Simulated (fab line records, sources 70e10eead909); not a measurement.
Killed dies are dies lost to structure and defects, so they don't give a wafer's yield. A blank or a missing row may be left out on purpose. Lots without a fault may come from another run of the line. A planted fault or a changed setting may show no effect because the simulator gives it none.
fab line records | flow nand_harc
record lots=12 wafers=36 last_day=24
route steps=1159 shown A_STAIRCASE@738 A_SGD_CUT@765 END@1159
lots that met no fault: from a run of the same line without faults
start_h: hours from the record's first day to the start of the lot's first wafer shown | wait_h: hours since the lot's step before | " the same as in the row above | L1.1+2: a row that stands for several wafers | - no value, or no start given | * or withheld: withheld | < > ~ a bound
route shown NAME@n: a module of which the file shows steps, and the number in the route of the first | usual: mean/standard deviation of fault-free wafers | same: alike in all rows | chamber/n: place in a boat | sites: the reading at each site | _std_site: their standard deviation | _edge_site: outer sites' mean less inner sites' | radius_mm: how far each site lies from the wafer's centre | mask NAME#n: copy n | behind: the tool/chamber that last shaped the wafer | hold: why the lot was held/for how many hours/how that ended | device: the transistor (n, p or np) that didn't switch | end of line: the same wafers' tests at the end of the route | a step without rows: its recipe alone | killed: dies lost to structure and defects at the first sort, not the wafer's yield | map: a wafer's dies, x killed, . not, _ none there
set.NAME: the setting as run; set.NAME@STEP: as run at that earlier step | model.NAME: the simulator's own value behind a step, which no gauge read
steps of the route over a sample of lots; a table a step, a row a wafer
services: from which hour (start_h, from the record's first day; less than 0 if before it) a tool's chamber was out of use, for how many hours, and why
## steps
# step NHARC_A_STAIRCASE_ETCHBACK_422
# recipe target_depth_a=400 over_etch_frac=0.3 time_s=74.286 ion_energy_ev=120 ch3f_flow_sccm=50 o2_flow_sccm=30 ar_flow_sccm=200 rf_w=500 bias_w=100 chemistry=CH3F/O2
# usual bias_w=100.0/0.33 drypump_motor_current_A=5.7/0.5 oes_product_au=0.95/0.037 rf_vpp_V=244.1/1.5 showerhead_plenum_p_Torr=2.45/0.083 throttle_valve_pct=20.663/0.0093
# columns lot.wafer tool chamber start_h wait_h bias_w drypump_motor_current_A oes_product_au rf_hours_counter_h rf_vpp_V showerhead_plenum_p_Torr throttle_valve_pct
L391.1 rie_diel-12 3 308.51 0.1 99.1 4.7 1.00 41 243.5 2.39 20.673
L391.2 " 2 " " 100.1 5.5 1.01 40 246.3 2.45 20.674
L391.6 " 0 " " 99.3 5.8 0.98 - 246.0 2.45 20.674
L390.1 rie_diel-12 2 309.44 0.1 100.3 5.5 0.93 41 243.6 2.45 20.659
L390.2 " 0 " " 99.4 5.9 0.91 35 242.7 2.45 20.642
L390.6 " 2 " " 100.4 5.4 0.92 - 243.6 2.45 20.656
L392.1 rie_diel-12 2 323.82 0.1 100.4 5.4 0.94 47 242.9 2.45 20.670
L392.4 " 1 " " 100.4 6.0 0.92 46 244.8 2.54 20.669
L392.5 " 2 " " 100.2 5.4 0.93 - 244.4 2.45 20.641
L393.4 rie_diel-12 2 323.95 0.1 99.4 5.4 0.93 47 243.9 2.45 20.668
L393.3 " 3 " " 99.9 4.7 0.91 47 243.8 2.38 20.647
L393.5 " 2 " " 99.2 5.5 0.93 - 243.9 2.45 20.664
L394.2 rie_diel-06 1 324.40 0.1 100.0 5.8 0.92 27 243.4 2.54 20.669
L394.1 " 3 " " 100.5 6.1 0.92 28 245.3 2.56 20.658
L394.5 " 0 " " 99.6 5.2 0.92 - 244.3 2.41 20.652
L396.4 rie_diel-06 3 331.12 0.1 99.8 6.2 0.98 30 247.2 2.56 20.665
L396.1 " 0 " " 100.6 5.2 0.98 32 243.4 2.41 20.680
L396.6 " 3 " " 99.9 6.2 0.98 - 246.0 2.56 20.667
L395.3 rie_diel-06 3 331.42 0.2 99.9 6.1 0.93 30 246.0 2.56 20.666
L395.5 " 1 " " 99.8 5.8 0.91 - 245.8 2.54 20.661
L395.6 " 2 " " 100.0 6.1 0.94 - 245.2 2.50 20.662
L398.1 rie_diel-08 1 344.60 0.1 100.1 6.6 0.99 11 245.1 2.57 20.649
L398.3 " 3 " " 100.2 5.2 1.00 13 245.0 2.41 20.667
L398.5 " 1 " " 100.8 6.6 0.99 - 245.7 2.57 20.668
L397.2 rie_diel-06 3 356.22 0.1 100.0 6.1 0.93 38 244.6 2.55 20.648
L397.1 " 1 " " 99.8 5.9 0.92 39 245.7 2.53 20.656
L397.5 " 0 " " 100.3 5.2 0.91 - 243.6 2.41 20.664
L400.1 rie_diel-08 0 368.11 0.1 100.4 5.8 0.92 20 242.7 2.36 20.667
L400.4 " 1 " " 99.8 6.6 0.93 20 246.7 2.57 20.662
L400.5 " 3 " " 99.9 5.2 0.91 - 244.2 2.40 20.663
L409.1 rie_diel-08 1 406.29 0.1 99.9 6.6 1.00 35 246.0 2.56 20.656
L409.3 " 2 " " 99.9 5.8 0.99 39 241.9 2.29 20.670
L409.2 " 0 " " 100.1 5.8 1.00 36 241.7 2.36 20.655
L412.4 rie_diel-12 2 446.55 0.1 100.0 5.4 0.94 19 243.4 2.44 20.661
L412.1 " 0 " " 100.2 5.8 0.93 24 243.9 2.43 20.649
L412.6 " 3 " " 100.3 4.7 0.93 - 241.8 2.37 20.650
# step NHARC_A_STAIRCASE_STRIP_475
# recipe time_s=20 o2_flow_sccm=500 ar_flow_sccm=0 bias_w=0 chemistry=O2
# usual drypump_motor_current_A=5.8/0.47 oes_product_au=0.997/0.0099 rf_vpp_V=57.7/0.88 showerhead_plenum_p_Torr=3.51/0.13 throttle_valve_pct=17.035/0.0092
# same bias_w=0
# columns lot.wafer tool chamber start_h wait_h drypump_motor_current_A oes_product_au rf_hours_counter_h rf_vpp_V showerhead_plenum_p_Torr throttle_valve_pct
L391.2 rie_diel-06 2 - - 6.1 0.999 24 58.1 3.60 17.032
L391.1 " 3 " " 6.2 0.996 23 57.2 3.67 17.020
L391.6 " 3 " " 6.2 0.998 - 59.8 3.67 17.042
L390.1 rie_diel-06 3 - - 6.1 1.005 24 57.7 3.67 17.043
L390.2 " 0 " " 5.2 0.993 24 58.8 3.46 17.046
L390.6 " 3 " " 6.1 1.004 - 57.8 3.67 17.041
L392.1 rie_diel-12 3 - - 4.7 0.997 47 58.0 3.42 17.038
L392.4 " 2 " " 5.5 1.003 47 58.8 3.52 17.013
L392.5 " 3 " " 4.7 0.995 - 57.0 3.42 17.041
L393.4 rie_diel-08 2 - - 5.8 1.002 6 57.6 3.31 17.042
L393.3 " 3 " " 5.2 0.990 6 57.0 3.46 17.038
L393.5 " 1 " " 6.6 0.980 - 59.4 3.69 17.040
L394.2 rie_diel-12 1 - - 6.1 0.976 46 57.9 3.64 17.027
L394.1 " 3 " " 4.7 0.988 47 57.3 3.42 17.048
L394.5 " 1 " " 6.0 0.986 - 58.1 3.64 17.054
L396.4 rie_diel-08 3 - - 5.2 1.004 9 57.3 3.46 17.031
L396.1 " 0 " " 5.8 0.991 7 57.1 3.40 17.037
L396.6 " 2 " " 5.9 1.012 - 57.2 3.31 17.030
L395.3 rie_diel-12 3 - - 4.7 0.992 49 58.0 3.42 17.043
L395.5 " 2 " " 5.4 1.001 - 57.0 3.51 17.033
L395.6 " 3 " " 4.7 0.988 - 57.4 3.42 17.011
L398.3 rie_diel-08 3 - - 5.2 0.995 13 57.1 3.45 17.048
L398.1 " 0 " " 5.8 1.002 11 57.7 3.40 17.034
L398.5 " 2 " " 5.8 1.003 - 56.6 3.31 17.036
L397.2 rie_diel-12 2 - - 5.5 1.018 56 58.1 3.51 17.051
L397.1 " 0 " " 5.9 0.990 50 57.8 3.50 17.034
L397.5 " 2 " " 5.5 1.029 - 59.6 3.51 17.038
L400.1 rie_diel-08 2 - - 5.8 1.009 23 56.3 3.30 17.032
L400.4 " 1 " " 6.6 0.999 20 56.9 3.68 17.038
L400.5 " 2 " " 5.8 1.013 - 56.8 3.30 17.036
L409.2 rie_diel-06 1 - - 5.8 1.000 60 57.9 3.62 17.051
L409.1 " 3 " " 6.1 0.989 59 59.2 3.65 17.047
L409.3 " 0 " " 5.2 0.999 60 58.6 3.44 17.024
L412.4 rie_diel-06 3 - - 6.1 0.989 6 56.6 3.64 17.017
L412.1 " 0 " " 5.2 0.983 6 56.7 3.44 17.034
L412.6 " 1 " " 5.8 0.993 - 57.1 3.61 17.038
# step NHARC_A_SGD_CUT_ETCH_16
# recipe target_depth_a=3105 time_s=155.2 c4f8_flow_sccm=withheld o2_flow_sccm=8 ar_flow_sccm=withheld rf_w=600 bias_w=800 chemistry=C4F8/O2/Ar
# usual bias_w=799.9/2.4 oes_product_au=0.971/0.013 rf_vpp_V=722/3.8 run_length_s=176.5/0.49
# columns lot.wafer tool chamber start_h wait_h bias_w oes_product_au rf_hours_counter_h rf_vpp_V run_length_s
L391.1 rie_diel-05 2 311.72 - 801.9 0.966 12 728 176.7
L391.2 " 1 " " 800.9 0.955 13 729 176.6
L391.6 " 2 " " 800.3 0.979 - 727 176.9
L390.1 rie_diel-13 0 312.50 - 791.3 0.961 1 717 176.5
L390.2 " 2 " " 804.8 0.992 1 728 177.5
L390.6 " 0 " " 798.2 0.978 - 718 176.6
L392.1 rie_diel-13 2 326.71 - 804.8 1.000 3 728 177.3
L392.4 " 3 " " 797.8 0.970 3 720 175.8
L392.5 " 1 " " 799.7 0.974 - 721 176.8
L393.3 rie_diel-01 2 326.92 - 799.2 0.971 1 721 177.2
L393.4 " 3 " " 799.5 0.953 1 718 176.0
L393.5 " 1 " " 797.8 0.969 - 723 175.7
L394.1 rie_diel-05 3 327.46 - 798.5 0.962 12 722 176.2
L394.2 " 0 " " 798.9 0.971 15 723 176.2
L394.5 " 0 " " 796.5 0.962 - 723 176.2
L396.1 rie_diel-01 1 334.18 - 797.0 0.990 2 722 175.8
L396.6 " 0 " " 800.1 0.996 - 717 176.6
L396.4 " 1 " " 799.6 0.977 - 723 175.5
L395.3 rie_diel-05 1 334.68 - 798.5 0.963 18 728 176.9
L395.5 " 0 " " 801.0 0.959 - 724 175.9
L395.6 " 1 " " 798.3 0.962 - 728 176.6
L398.1 rie_diel-13 3 347.64 - 803.0 0.977 8 718 176.3
L398.3 " 1 " " 799.6 0.954 8 720 176.6
L398.5 " 0 " " 805.6 0.965 - 718 176.2
L397.2 rie_diel-01 1 359.15 - 800.0 0.980 4 722 175.4
L397.1 " 3 " " 798.2 0.981 5 717 176.0
L397.5 " 0 " " 803.1 0.988 - 717 176.3
L400.1 rie_diel-13 3 370.79 - 800.8 0.981 9 720 175.9
L400.4 " 0 " " 801.1 0.961 9 717 176.2
L400.5 " 1 " " 801.5 0.975 - 719 176.6
L409.3 rie_diel-05 3 409.14 - 797.2 0.962 5 721 176.9
L409.2 " 0 " " - 0.942 5 725 156.9
L409.1 " 1 " " 802.6 0.963 4 729 177.3
L412.4 rie_diel-01 3 449.51 - 801.4 0.965 14 718 176.0
L412.1 " 2 " " 801.0 0.974 11 721 176.8
L412.6 " 0 " " 798.4 0.985 - 719 176.5
# step NHARC_END_SORT_01
# recipe temp_c=25
# usual killed_at_array=29/8.4 killed_at_other=0.7/1.2 killed_at_periphery=3.8/2.1 killed_dies=33/9 killed_open=3.4/2 killed_short=2.1/1.4
# same gross_dies=677
# columns lot.wafer tool chamber start_h wait_h killed_at_array killed_at_other killed_at_periphery killed_dies killed_open killed_short
L409.1 prober-02 0 550.04 2.5 18 2 2 22 1 3
L409.2 prober-02 0 550.83 2.8 670 0 5 675 5 5
L409.3 prober-02 0 551.61 3.1 21 3 2 26 4 1
# killed by level:class
L409.1 A_CHANNEL_HOLE_D1:chamber_film_flake=10 A_STAIRCASE:chamber_film_flake=3 A_CONTACT:chamber_film_flake=2 THIN_TSV:chamber_film_flake=2 P_CONTACT:geometric_particle:short=1 P_M1:geometric_particle:short=1 A_CHANNEL_HOLE_D1:geometric_particle:open=1 A_M0:geometric_particle:short=1
L409.2 A_SGD_CUT:area_etch=640 A_CHANNEL_HOLE_D1:chamber_film_flake=10 A_STAIRCASE:chamber_film_flake=7 A_WL_FILL:chamber_film_flake=3 A_CONTACT:chamber_film_flake=2 P_GATE:geometric_particle:open=1 P_CONTACT:geometric_particle:open=1 P_M0:geometric_particle:short=1
L409.3 A_CHANNEL_HOLE_D1:chamber_film_flake=10 A_STAIRCASE:chamber_film_flake=3 A_CHANNEL_FILL_D1:geometric_particle:open=2 P_GATE:chamber_film_flake=2 THIN_TSV:chamber_film_flake=2 A_SGD_CUT:geometric_particle:open=1 A_CONTACT:geometric_particle:open=1 A_CONTACT:geometric_particle:short=1
## services
# columns tool chamber start_h hours kind
rie_diel-12 0 285.51 - clean
rie_diel-12 1 285.51 - clean
rie_diel-12 2 285.51 - clean
rie_diel-12 3 285.51 - clean
rie_diel-06 - 289.23 1.7 repair
rie_diel-13 2 297.51 2.9 repair
rie_diel-08 - 301.88 9.0 pm
rie_diel-06 1 302.71 4.0 repair
rie_diel-12 0 310.01 - clean
rie_diel-12 1 310.01 - clean
rie_diel-12 2 310.01 - clean
rie_diel-01 - 314.80 9.0 pm
rie_diel-01 2 332.50 1.7 repair
rie_diel-05 - 340.80 9.0 pm
rie_diel-01 2 352.27 9.4 repair
rie_diel-12 2 373.74 7.6 repair
rie_diel-12 - 379.46 9.0 pm
rie_diel-06 2 381.35 7.2 repair
rie_diel-01 2 400.87 3.2 repair
rie_diel-05 - 402.94 0.5 repair
rie_diel-06 3 412.97 5.3 repair
rie_diel-06 0 415.46 5.6 repair
rie_diel-06 - 418.30 9.0 pm
rie_diel-12 2 429.66 12.4 repair
## key
first_sign step=NHARC_A_SGD_CUT_ETCH_16 reading=run_length_s direction=down sigmas=40 usual=* struck=*
effect step=NHARC_END_SORT_01 reading=killed_at_array direction=up sigmas=76 usual=29 struck=670
more_kills_born_at NHARC_A_SGD_CUT_ETCH_16@rie_diel-05=640
met_at NHARC_A_SGD_CUT_ETCH_16
struck_lots L409
struck_wafers L409.2
later_rows_left_out L409.2
tester_left_out L409
not_acting_at NHARC_A_STAIRCASE_ETCHBACK_422,NHARC_A_STAIRCASE_STRIP_475
onset_between 334.68 409.14
fault kind=process_parameter_drift tool=rie_diel-05 chamber=0 onset_h=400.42 steps=NHARC_A_SGD_CUT_ETCH_16 channel=time_s offset=* shape=step end_h=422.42 acts_in=* stated=*
# tester_left_out: of these lots the tester's yield and bins aren't shown, on N5 and GAA mostly nor the transistor test; their killed dies are dies lost to structure and defects alone, not to doping, threshold or leakage, so they don't give the yield
# later_rows_left_out: the simulator's readings of these wafers behind a module that went badly wrong aren't trusted and aren't shown, but for the sort
